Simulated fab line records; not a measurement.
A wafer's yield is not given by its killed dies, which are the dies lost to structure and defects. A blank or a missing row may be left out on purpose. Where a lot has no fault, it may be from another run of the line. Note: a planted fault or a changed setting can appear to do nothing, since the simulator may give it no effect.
fab line records -- flow n5Finfet
record: lots: 6, wafers: 18, lastDay: 18
route steps=1938 shown FIN_SAQP@91 PASSIVATION@1936
lots that met no fault: from a run of the same line without faults
startH: hours from the record's opening day to when the first of the lot's shown wafers began -- waitH: hours from the lot's prior step to this one -- " repeats the value in the row above -- L1.1+2: a row that stands for several wafers -- - value missing, or start not given -- * or withheld: withheld -- < > ~ a bound
route shown NAME@n: a module of which the file shows steps, and the number in the route of the first -- usual: mean/standard deviation taken from wafers without a fault -- same: alike in all rows -- chamber/n: place in a boat -- sites: readings site by site -- _std_site: standard deviation across them -- _edge_site: the outer-site mean with the inner-site mean subtracted -- radiusMm: how far each site lies from the wafer's centre -- mask NAME#n: copy n -- behind: the tool/chamber that last shaped the wafer -- hold: why the lot was held/for how many hours/how that ended -- device: whichever transistor did not switch (one of n, p or np) -- end of line: tests run on the same wafers once the route is complete -- step lacking rows: just its recipe -- killed: count of dies lost to structure and defects at first sort (not the wafer's yield) -- map: a wafer's dies, marking killed ones x, the rest . and places with no die _
set.NAME: the run value of the setting; set.NAME@STEP: its run value at that earlier step -- model.NAME: the simulator's own value behind a step, which no gauge read
lots at selected steps of the route; one table per step, one row per wafer
services: from which hour (startH, from the record's first day; less than 0 if before it) a tool's chamber was out of use, for how many hours, and why
== steps ==
step: N5_FIN_SAQP_PRECLEAN_00
recipe: chemistry: SC1, timeS: 60, tempC: 55, mix: 1:2:50
step: N5_FIN_SAQP_PRECLEAN_44
recipe: chemistry: SC2, timeS: 45, tempC: 35, mix: 1:1:50
step: N5_FIN_SAQP_SRD_01
recipe: dry: ipaMarangoni, timeS: 30, tempC: 23, rinseLiquid: diw
step: N5_FIN_SAQP_ALD_61
recipe: material: SiO2, targetThkA: 40, tempC: 300, aldPrecursorFamily: BDEAS, aldCoReactant: O2-plasma, pulseTimeS: 1, purgeTimeS: 2, coReactantPurgeTimeS: 2, aldCycles: 43, pressureTorr: 2
usual: heaterPowerW: 470/49, precursorPulseHeightRel: 1.001/0.018
lot.wafer,tool,chamber,startH,waitH,heaterPowerW,precursorPulseHeightRel
L660.2,aldSin-02,1,26.58,0.0,454,0.996
L660.3,aldSin-02,3,26.58,0.0,459,0.975
L660.6,aldSin-02,0,26.58,0.0,418,0.996
L665.1,aldSin-02,1,56.67,0.0,461,1.052
L665.4,aldSin-02,3,56.67,0.0,457,1.009
L665.5,aldSin-02,1,56.67,0.0,468,1.035
L667.2,aldSin-01,1,68.83,0.0,420,0.985
L667.3,aldSin-01,3,68.83,0.0,525,1.028
L667.4,aldSin-01,2,68.83,0.0,604,1.019
L675.2,aldSin-04,1,117.31,0.1,510,0.990
L675.3,aldSin-04,2,117.31,0.1,481,0.991
L675.4,aldSin-04,0,117.31,0.1,404,1.018
L680.2,aldSin-02,1,146.69,0.0,462,1.014
L680.4,aldSin-02,2,146.69,0.0,467,1.004
L680.5,aldSin-02,0,146.69,0.0,419,0.982
L681.1,aldSin-04,1,153.40,0.3,498,0.989
L681.3,aldSin-04,0,153.40,0.3,399,0.965
L681.5,aldSin-04,3,153.40,0.3,506,0.993
step: N5_FIN_SAQP_DENSIFY_62
recipe: tempC: 700, timeS: 60, ambient: N2, idleTempC: 600, rampUpCPerS: 150, rampDownCPerS: 60, coolToC: 600
step: N5_FIN_SAQP_HM_DEP_03
recipe: material: SiNx, targetThkA: 380, tempC: 400, precursor: SiH4/NH3/N2, pressureTorr: 1.5, rfW: 300, timeS: 33.6
usual: heaterPowerW: 737/46, showerheadPlenumPTorr: 5.11/0.048, throttleValvePct: 40.6/2.3
lot.wafer,tool,chamber,startH,waitH,heaterPowerW,showerheadPlenumPTorr,throttleValvePct
L660.2,pecvd-01,1,26.99,0.2,765,5.11,45.7
L660.3,pecvd-01,1,26.99,0.2,747,5.08,45.3
L660.6,pecvd-01,1,26.99,0.2,747,5.10,45.9
L665.1,pecvd-04,1,57.27,0.3,667,5.13,37.5
L665.4,pecvd-04,2,57.27,0.3,816,5.08,40.5
L665.5,pecvd-04,1,57.27,0.3,656,5.14,37.7
L667.2,pecvd-03,0,69.43,0.3,658,5.12,40.3
L667.3,pecvd-03,2,69.43,0.3,784,5.04,42.3
L667.4,pecvd-03,2,69.43,0.3,615,5.05,41.8
L675.2,pecvd-01,1,117.73,0.2,762,5.09,45.7
L675.3,pecvd-01,0,117.73,0.2,734,5.11,40.0
L675.4,pecvd-01,1,117.73,0.2,763,5.10,45.6
L680.2,pecvd-04,2,147.20,0.2,730,5.09,40.7
L680.4,pecvd-04,1,147.20,0.2,734,5.14,37.8
L680.5,pecvd-04,0,147.20,0.2,642,5.22,40.9
L681.1,pecvd-03,2,153.83,0.2,752,5.05,42.3
L681.3,pecvd-03,0,153.83,0.2,680,5.12,41.0
L681.5,pecvd-03,1,153.83,0.2,801,5.07,38.4
step: N5_FIN_SAQP_THK_MEAS_05
usual: thkNm: 38.1/0.49
lot.wafer,tool,chamber,startH,waitH,thkNm
L660.2,filmMetro-01,-,27.11,0.1,37.3
L660.3,filmMetro-01,-,27.11,0.1,37.9
L660.6,filmMetro-01,-,27.11,0.1,38.1
L665.1,filmMetro-01,-,57.36,0.1,37.6
L665.4,filmMetro-01,-,57.36,0.1,37.9
L665.5,filmMetro-01,-,57.36,0.1,38.6
L667.2,filmMetro-01,-,69.52,0.1,37.8
L667.3,filmMetro-01,-,69.52,0.1,37.6
L667.4,filmMetro-01,-,69.52,0.1,38.3
L675.2,filmMetro-01,-,117.84,0.1,37.9
L675.3,filmMetro-01,-,117.84,0.1,38.3
L675.4,filmMetro-01,-,117.84,0.1,38.3
L680.2,filmMetro-01,-,147.29,0.1,37.7
L680.4,filmMetro-01,-,147.29,0.1,38.3
L680.5,filmMetro-01,-,147.29,0.1,38.3
L681.1,filmMetro-02,-,153.92,0.1,38.5
L681.3,filmMetro-02,-,153.92,0.1,38.0
L681.5,filmMetro-02,-,153.92,0.1,38.6
step: N5_FIN_SAQP_PECVD_47
recipe: material: a-Si, targetThkA: 450, tempC: 400, precursor: SiH4/He, pressureTorr: 3, rfW: 100, timeS: 36.3
usual: heaterPowerW: 807/61, showerheadPlenumPTorr: 5.65/0.035, throttleValvePct: 18.5/1.1
lot.wafer,tool,chamber,startH,waitH,heaterPowerW,showerheadPlenumPTorr,throttleValvePct
L660.2,pecvd-01,0,27.14,0.0,691,5.64,18.2
L660.3,pecvd-01,0,27.14,0.0,696,5.64,17.9
L660.6,pecvd-01,1,27.14,0.0,929,5.63,20.6
L665.1,pecvd-03,2,57.39,0.0,760,5.60,19.4
L665.4,pecvd-03,1,57.39,0.0,725,5.63,17.7
L665.5,pecvd-03,2,57.39,0.0,763,5.61,19.3
L667.2,pecvd-04,1,69.55,0.0,810,5.66,17.3
L667.3,pecvd-04,0,69.55,0.0,780,5.71,18.6
L667.4,pecvd-04,1,69.55,0.0,826,5.67,17.3
L675.2,pecvd-04,0,117.88,0.0,778,5.72,18.7
L675.3,pecvd-04,1,117.88,0.0,843,5.67,17.4
L675.4,pecvd-04,1,117.88,0.0,841,5.66,17.1
L680.2,pecvd-03,1,147.32,0.0,850,5.61,17.7
L680.4,pecvd-03,0,147.32,0.0,777,5.66,18.6
L680.5,pecvd-03,2,147.32,0.0,770,5.59,19.4
L681.1,pecvd-01,2,153.95,0.0,815,5.72,17.0
L681.3,pecvd-01,1,153.95,0.0,828,5.64,20.8
L681.5,pecvd-01,2,153.95,0.0,826,5.70,16.8
step: N5_FIN_SAQP_PECVD_48
recipe: material: SiNx, targetThkA: 250, tempC: 400, precursor: SiH4/NH3/N2, pressureTorr: 1.5, rfW: 300, timeS: 22.1
usual: heaterPowerW: 741/58, showerheadPlenumPTorr: 5.12/0.049, throttleValvePct: 40.7/2.6
lot.wafer,tool,chamber,startH,waitH,heaterPowerW,showerheadPlenumPTorr,throttleValvePct
L660.2,pecvd-01,0,27.21,0.0,726,5.10,39.5
L660.3,pecvd-01,0,27.21,0.0,721,5.10,39.8
L660.6,pecvd-01,1,27.21,0.0,673,5.08,45.9
L665.1,pecvd-03,2,57.43,0.0,662,5.05,42.1
L665.4,pecvd-03,1,57.43,0.0,796,5.07,38.6
L665.5,pecvd-03,2,57.43,0.0,670,5.04,42.1
L667.2,pecvd-04,1,69.60,0.0,770,5.14,38.0
L667.3,pecvd-04,0,69.60,0.0,761,5.20,40.9
L667.4,pecvd-04,1,69.60,0.0,775,5.14,38.1
L675.2,pecvd-04,0,117.92,0.0,759,5.21,40.8
L675.3,pecvd-04,1,117.92,0.0,710,5.14,37.6
L675.4,pecvd-04,1,117.92,0.0,722,5.16,37.8
L680.2,pecvd-03,1,147.36,0.0,745,5.06,39.0
L680.4,pecvd-03,0,147.36,0.0,788,5.12,40.6
L680.5,pecvd-03,2,147.36,0.0,743,5.05,42.0
L681.1,pecvd-01,2,153.99,0.0,736,5.19,37.5
L681.3,pecvd-01,1,153.99,0.0,834,5.10,45.4
L681.5,pecvd-01,2,153.99,0.0,720,5.18,37.3
step: N5_FIN_SAQP_PECVD_06
recipe: material: a-Si, targetThkA: 600, tempC: 400, precursor: SiH4/He, pressureTorr: 3, rfW: 100, timeS: 48.1
step: N5_FIN_SAQP_THK_MEAS_07
usual: thkNm: 59.9/0.73
lot.wafer,tool,chamber,startH,waitH,thkNm
L660.2,filmMetro-02,-,27.38,0.1,59.9
L660.3,filmMetro-02,-,27.38,0.1,60.9
L660.6,filmMetro-02,-,27.38,0.1,60.9
L665.1,filmMetro-02,-,57.56,0.1,59.4
L665.4,filmMetro-02,-,57.56,0.1,60.5
L665.5,filmMetro-02,-,57.56,0.1,59.4
L667.2,filmMetro-02,-,69.72,0.1,59.1
L667.3,filmMetro-02,-,69.72,0.1,59.0
L667.4,filmMetro-02,-,69.72,0.1,60.1
L675.2,filmMetro-02,-,118.05,0.1,60.3
L675.3,filmMetro-02,-,118.05,0.1,60.5
L675.4,filmMetro-02,-,118.05,0.1,60.9
L680.2,filmMetro-02,-,147.49,0.1,59.6
L680.4,filmMetro-02,-,147.49,0.1,60.8
L680.5,filmMetro-02,-,147.49,0.1,60.3
L681.1,filmMetro-02,-,154.12,0.1,60.0
L681.3,filmMetro-02,-,154.12,0.1,59.0
L681.5,filmMetro-02,-,154.12,0.1,59.6
step: N5_FIN_SAQP_HM_DEP_72
recipe: material: SiO2, targetThkA: 120, tempC: 400, precursor: SiH4/N2O, pressureTorr: 0.75, rfW: 275, timeS: 7.2
usual: heaterPowerW: 742/52, showerheadPlenumPTorr: 8.10/0.1
lot.wafer,tool,chamber,startH,waitH,heaterPowerW,showerheadPlenumPTorr
L660.2,pecvd-03,0,27.42,0.0,716,8.12
L660.3,pecvd-03,2,27.42,0.0,780,7.97
L660.6,pecvd-03,0,27.42,0.0,721,8.11
L665.1,pecvd-04,2,57.60,0.0,759,8.08
L665.4,pecvd-04,0,57.60,0.0,779,8.27
L665.5,pecvd-04,2,57.60,0.0,735,8.06
L667.2,pecvd-01,1,69.76,0.0,810,8.07
L667.3,pecvd-01,2,69.76,0.0,674,8.26
L667.4,pecvd-01,2,69.76,0.0,681,8.27
L675.2,pecvd-03,2,118.08,0.0,694,7.99
L675.3,pecvd-03,2,118.08,0.0,708,7.98
L675.4,pecvd-03,1,118.08,0.0,791,7.99
L680.2,pecvd-04,2,147.53,0.0,778,8.04
L680.4,pecvd-04,0,147.53,0.0,777,8.29
L680.5,pecvd-04,2,147.53,0.0,789,8.04
L681.1,pecvd-03,0,154.16,0.0,684,8.10
L681.3,pecvd-03,1,154.16,0.0,672,7.99
L681.5,pecvd-03,2,154.16,0.0,764,7.95
step: N5_FIN_SAQP_COAT_49
recipe: resist: SOC, tempC: 250, timeS: 60, spinRpm: 1500, resistThkNm: 100
usual: heaterPowerTotalW: 500.5/1.8, runLengthS: 66.20/0.13
lot.wafer,tool,chamber,startH,waitH,heaterPowerTotalW,runLengthS
L660.2,lithoTrack-04,0,27.52,0.1,498.2,66.04
L660.3,lithoTrack-04,0,27.52,0.1,497.5,66.15
L660.6,lithoTrack-04,0,27.52,0.1,499.3,66.06
L665.1,lithoTrack-05,0,57.68,0.1,502.8,65.99
L665.4,lithoTrack-05,0,57.68,0.1,557.9,56.81
L665.5,lithoTrack-05,0,57.68,0.1,502.2,66.12
L667.2,lithoTrack-05,0,69.84,0.1,552.5,56.93
L667.3,lithoTrack-05,0,69.84,0.1,499.6,66.09
L667.4,lithoTrack-05,0,69.84,0.1,552.8,56.89
L675.2,lithoTrack-04,0,118.20,0.1,501.4,66.13
L675.3,lithoTrack-04,0,118.20,0.1,497.6,66.19
L675.4,lithoTrack-04,0,118.20,0.1,497.8,66.33
L680.2,lithoTrack-03,0,147.61,0.1,498.6,66.51
L680.4,lithoTrack-03,0,147.61,0.1,502.2,66.50
L680.5,lithoTrack-03,0,147.61,0.1,503.3,66.17
L681.1,lithoTrack-05,0,154.24,0.1,500.2,66.14
L681.3,lithoTrack-05,0,154.24,0.1,502.3,66.07
L681.5,lithoTrack-05,0,154.24,0.1,502.6,66.25
step: N5_FIN_SAQP_COAT_50
recipe: resist: SiARC, tempC: 220, timeS: 60, spinRpm: 1500, resistThkNm: 35
step: N5_PASSIVATION_PROBE_49
usual: killed_at_M0_to_M3: 36/11, killed_at_M4_up: 14/5.6, killedAtContacts: 11/5.6, killedAtFrontEnd: 40/12, killedAtOther: 4/3.2, killedDies: 105/17, killedOpen: 69/12, killedShort: 34/8.4
same: grossDies: 1180, killedAtBackSide: 0
lot.wafer,tool,chamber,startH,waitH,killed_at_M0_to_M3,killed_at_M4_up,killedAtContacts,killedAtFrontEnd,killedAtOther,killedDies,killedOpen,killedShort
L665.1,prober-01,-,339.77,0.0,19,20,9,52,0,100,62,37
L665.4,prober-01,-,339.92,0.2,29,25,5,73,0,132,81,45
L665.5,prober-01,-,339.97,0.2,20,14,10,73,1,118,62,52
L667.2,prober-02,-,363.12,0.1,34,15,9,36,14,108,74,33
L667.3,prober-02,-,363.17,0.1,30,13,8,61,8,120,74,46
L667.4,prober-02,-,363.22,0.2,42,19,6,39,7,113,83,27
L681.1,prober-01,-,443.28,0.0,40,20,17,55,2,134,98,34
L681.3,prober-01,-,443.38,0.1,37,18,34,45,2,136,75,57
L681.5,prober-01,-,443.48,0.2,34,13,10,39,1,97,62,34
L680.2,prober-02,-,443.33,0.1,40,21,23,33,2,119,78,40
L680.4,prober-02,-,443.43,0.2,45,11,11,29,4,100,75,24
L680.5,prober-02,-,443.48,0.2,29,19,8,32,2,90,63,27
killed by level:class
L665.1 FIN_SAQP:geometricParticle:short=12 BEOL_M4:geometricParticle:open=12 FIN_SAQP:geometricParticle:open=8 MOL_CONTACT_COAG:geometricParticle:open=6 BEOL_M1:geometricParticle:open=6 DUMMY_GATE:geometricParticle:open=5 BEOL_M0_SAQP:geometricParticle:open=5 STI_FIN_REVEAL:geometricParticle:open=4
L665.4 FIN_SAQP:geometricParticle:short=15 BEOL_M4:geometricParticle:open=14 STI_FIN_REVEAL:geometricParticle:open=12 FIN_SAQP:geometricParticle:open=11 GATE_CUT:geometricParticle:short=9 BEOL_M0_SAQP:geometricParticle:open=8 DUMMY_GATE:geometricParticle:open=7 BEOL_M0_SAQP:geometricParticle:short=6
L665.5 FIN_SAQP:geometricParticle:short=22 STI_FIN_REVEAL:geometricParticle:open=19 FIN_SAQP:geometricParticle:open=10 MOL_CONTACT_COAG:geometricParticle:open=7 BEOL_M0_SAQP:geometricParticle:short=5 BEOL_M4:geometricParticle:short=4 STARTING-WAFER:geometricParticle:short=4 BEOL_M1:geometricParticle:open=4
L667.2 BEOL_M1:geometricParticle:open=12 MOL_CONTACT_COAG:geometricParticle:open=9 FIN_SAQP:geometricParticle:open=8 STI_FIN_REVEAL:geometricParticle:open=7 MIM_TOP_ETCH:geometricParticle:short=7 BEOL_M0_SAQP:geometricParticle:open=5 BEOL_M1:geometricParticle:short=4 MIM_TOP_ETCH:geometricParticle:open=4
L667.3 FIN_SAQP:geometricParticle:open=16 STI_FIN_REVEAL:geometricParticle:open=12 FIN_SAQP:geometricParticle:short=10 MOL_CONTACT_COAG:geometricParticle:open=8 GATE_CUT:geometricParticle:short=6 BEOL_M0_SAQP:geometricParticle:open=6 BEOL_M4:geometricParticle:open=6 BEOL_M0_SAQP:geometricParticle:short=5
L667.4 FIN_SAQP:geometricParticle:open=13 BEOL_M4:geometricParticle:open=10 STI_FIN_REVEAL:geometricParticle:open=9 BEOL_M1:geometricParticle:open=9 BEOL_M0_SAQP:geometricParticle:open=8 BEOL_M2:geometricParticle:open=8 MOL_CONTACT_COAG:geometricParticle:open=5 BEOL_M0_SAQP:geometricParticle:short=5
L681.1 FIN_SAQP:geometricParticle:open=21 MOL_CONTACT_COAG:geometricParticle:open=14 BEOL_M4:geometricParticle:open=13 BEOL_M0_SAQP:geometricParticle:open=12 BEOL_M0_SAQP:geometricParticle:short=9 BEOL_M2:geometricParticle:open=7 FIN_SAQP:geometricParticle:short=6 DUMMY_GATE:geometricParticle:open=6
L680.2 BEOL_M2:geometricParticle:open=14 MOL_CONTACT_COAG:geometricParticle:open=13 MOL_CONTACT_COAG:geometricParticle:short=10 BEOL_M4:geometricParticle:open=9 BEOL_M3:geometricParticle:open=8 FIN_SAQP:geometricParticle:open=7 FIN_SAQP:geometricParticle:short=5 GATE_CUT:geometricParticle:short=5
L681.3 MOL_CONTACT_COAG:geometricParticle:open=24 BEOL_M4:geometricParticle:open=13 STI_FIN_REVEAL:geometricParticle:open=12 FIN_SAQP:geometricParticle:short=10 BEOL_M0_SAQP:geometricParticle:short=10 MOL_CONTACT_COAG:geometricParticle:short=10 BEOL_M0_SAQP:geometricParticle:open=7 STARTING-WAFER:geometricParticle:short=5
L680.4 BEOL_M2:geometricParticle:open=18 MOL_CONTACT_COAG:geometricParticle:open=10 BEOL_M0_SAQP:geometricParticle:open=9 BEOL_M0_SAQP:geometricParticle:short=7 FIN_SAQP:geometricParticle:short=5 STI_FIN_REVEAL:geometricParticle:open=4 BEOL_M4:geometricParticle:open=4 FIN_SAQP:geometricParticle:open=3
L681.5 MOL_CONTACT_COAG:geometricParticle:open=10 FIN_SAQP:geometricParticle:open=9 FIN_SAQP:geometricParticle:short=9 BEOL_M0_SAQP:geometricParticle:open=9 BEOL_M0_SAQP:geometricParticle:short=8 BEOL_M4:geometricParticle:open=7 STI_FIN_REVEAL:geometricParticle:open=6 BEOL_M1:geometricParticle:open=4
L680.5 BEOL_M4:geometricParticle:open=10 BEOL_M2:geometricParticle:open=9 FIN_SAQP:geometricParticle:open=8 FIN_SAQP:geometricParticle:short=6 MOL_CONTACT_COAG:geometricParticle:open=6 DUMMY_GATE:geometricParticle:open=4 BEOL_M1:geometricParticle:open=4 BEOL_M2:geometricParticle:short=4
== services ==
tool,chamber,startH,hours,kind
aldSin-04,0,8.28,-,clean
aldSin-04,1,8.28,-,clean
aldSin-04,2,8.28,-,clean
aldSin-04,3,8.28,-,clean
pecvd-01,2,21.12,-,clean
pecvd-01,2,21.12,-,consumableReplace:showerhead
pecvd-01,2,21.12,29.0,scheduledDown
pecvd-01,2,21.12,29.0,ventCycle
pecvd-03,1,23.26,4.8,repair
pecvd-01,1,35.88,2.1,scheduledDown
aldSin-04,-,44.97,2.8,pm
aldSin-01,1,48.13,11.9,repair
pecvd-04,1,48.46,5.0,repair
pecvd-03,-,57.65,0.5,repair
pecvd-04,1,72.43,2.1,scheduledDown
aldSin-02,2,74.33,6.8,repair
pecvd-01,2,87.25,2.8,repair
aldSin-01,2,93.51,33.4,repair
aldSin-02,-,97.52,6.0,pm
pecvd-03,2,102.20,5.0,scheduledDown
pecvd-01,2,110.55,7.9,repair
pecvd-03,0,112.17,8.8,repair
lithoTrack-04,-,116.48,-,consumableReplace:filter
aldSin-01,0,131.12,7.1,repair
== key ==
firstSign: step: N5_FIN_SAQP_COAT_49, reading: runLengthS, direction: down, sigmas: 71, usual: *, struck: *
effect: step: N5_FIN_SAQP_COAT_49, reading: heaterPowerTotalW, direction: up, sigmas: 30, usual: *, struck: *
metAt N5_FIN_SAQP_COAT_49
struckWafers L665.4,L667.2,L667.4
testerLeftOut L665,L667
fault: kind: processParameterDrift, tool: lithoTrack-05, chamber: -, onsetH: 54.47, steps: N5_FIN_SAQP_COAT_49, channel: timeS, offset: *, shape: step, endH: 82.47, scope: struckWafersOnly, actsIn: *, stated: *
testerLeftOut: of these lots the tester's yield and bins aren't shown, on N5 and GAA mostly nor the transistor test; their killed dies are dies lost to structure and defects alone, not to doping, threshold or leakage, so they don't give the yield
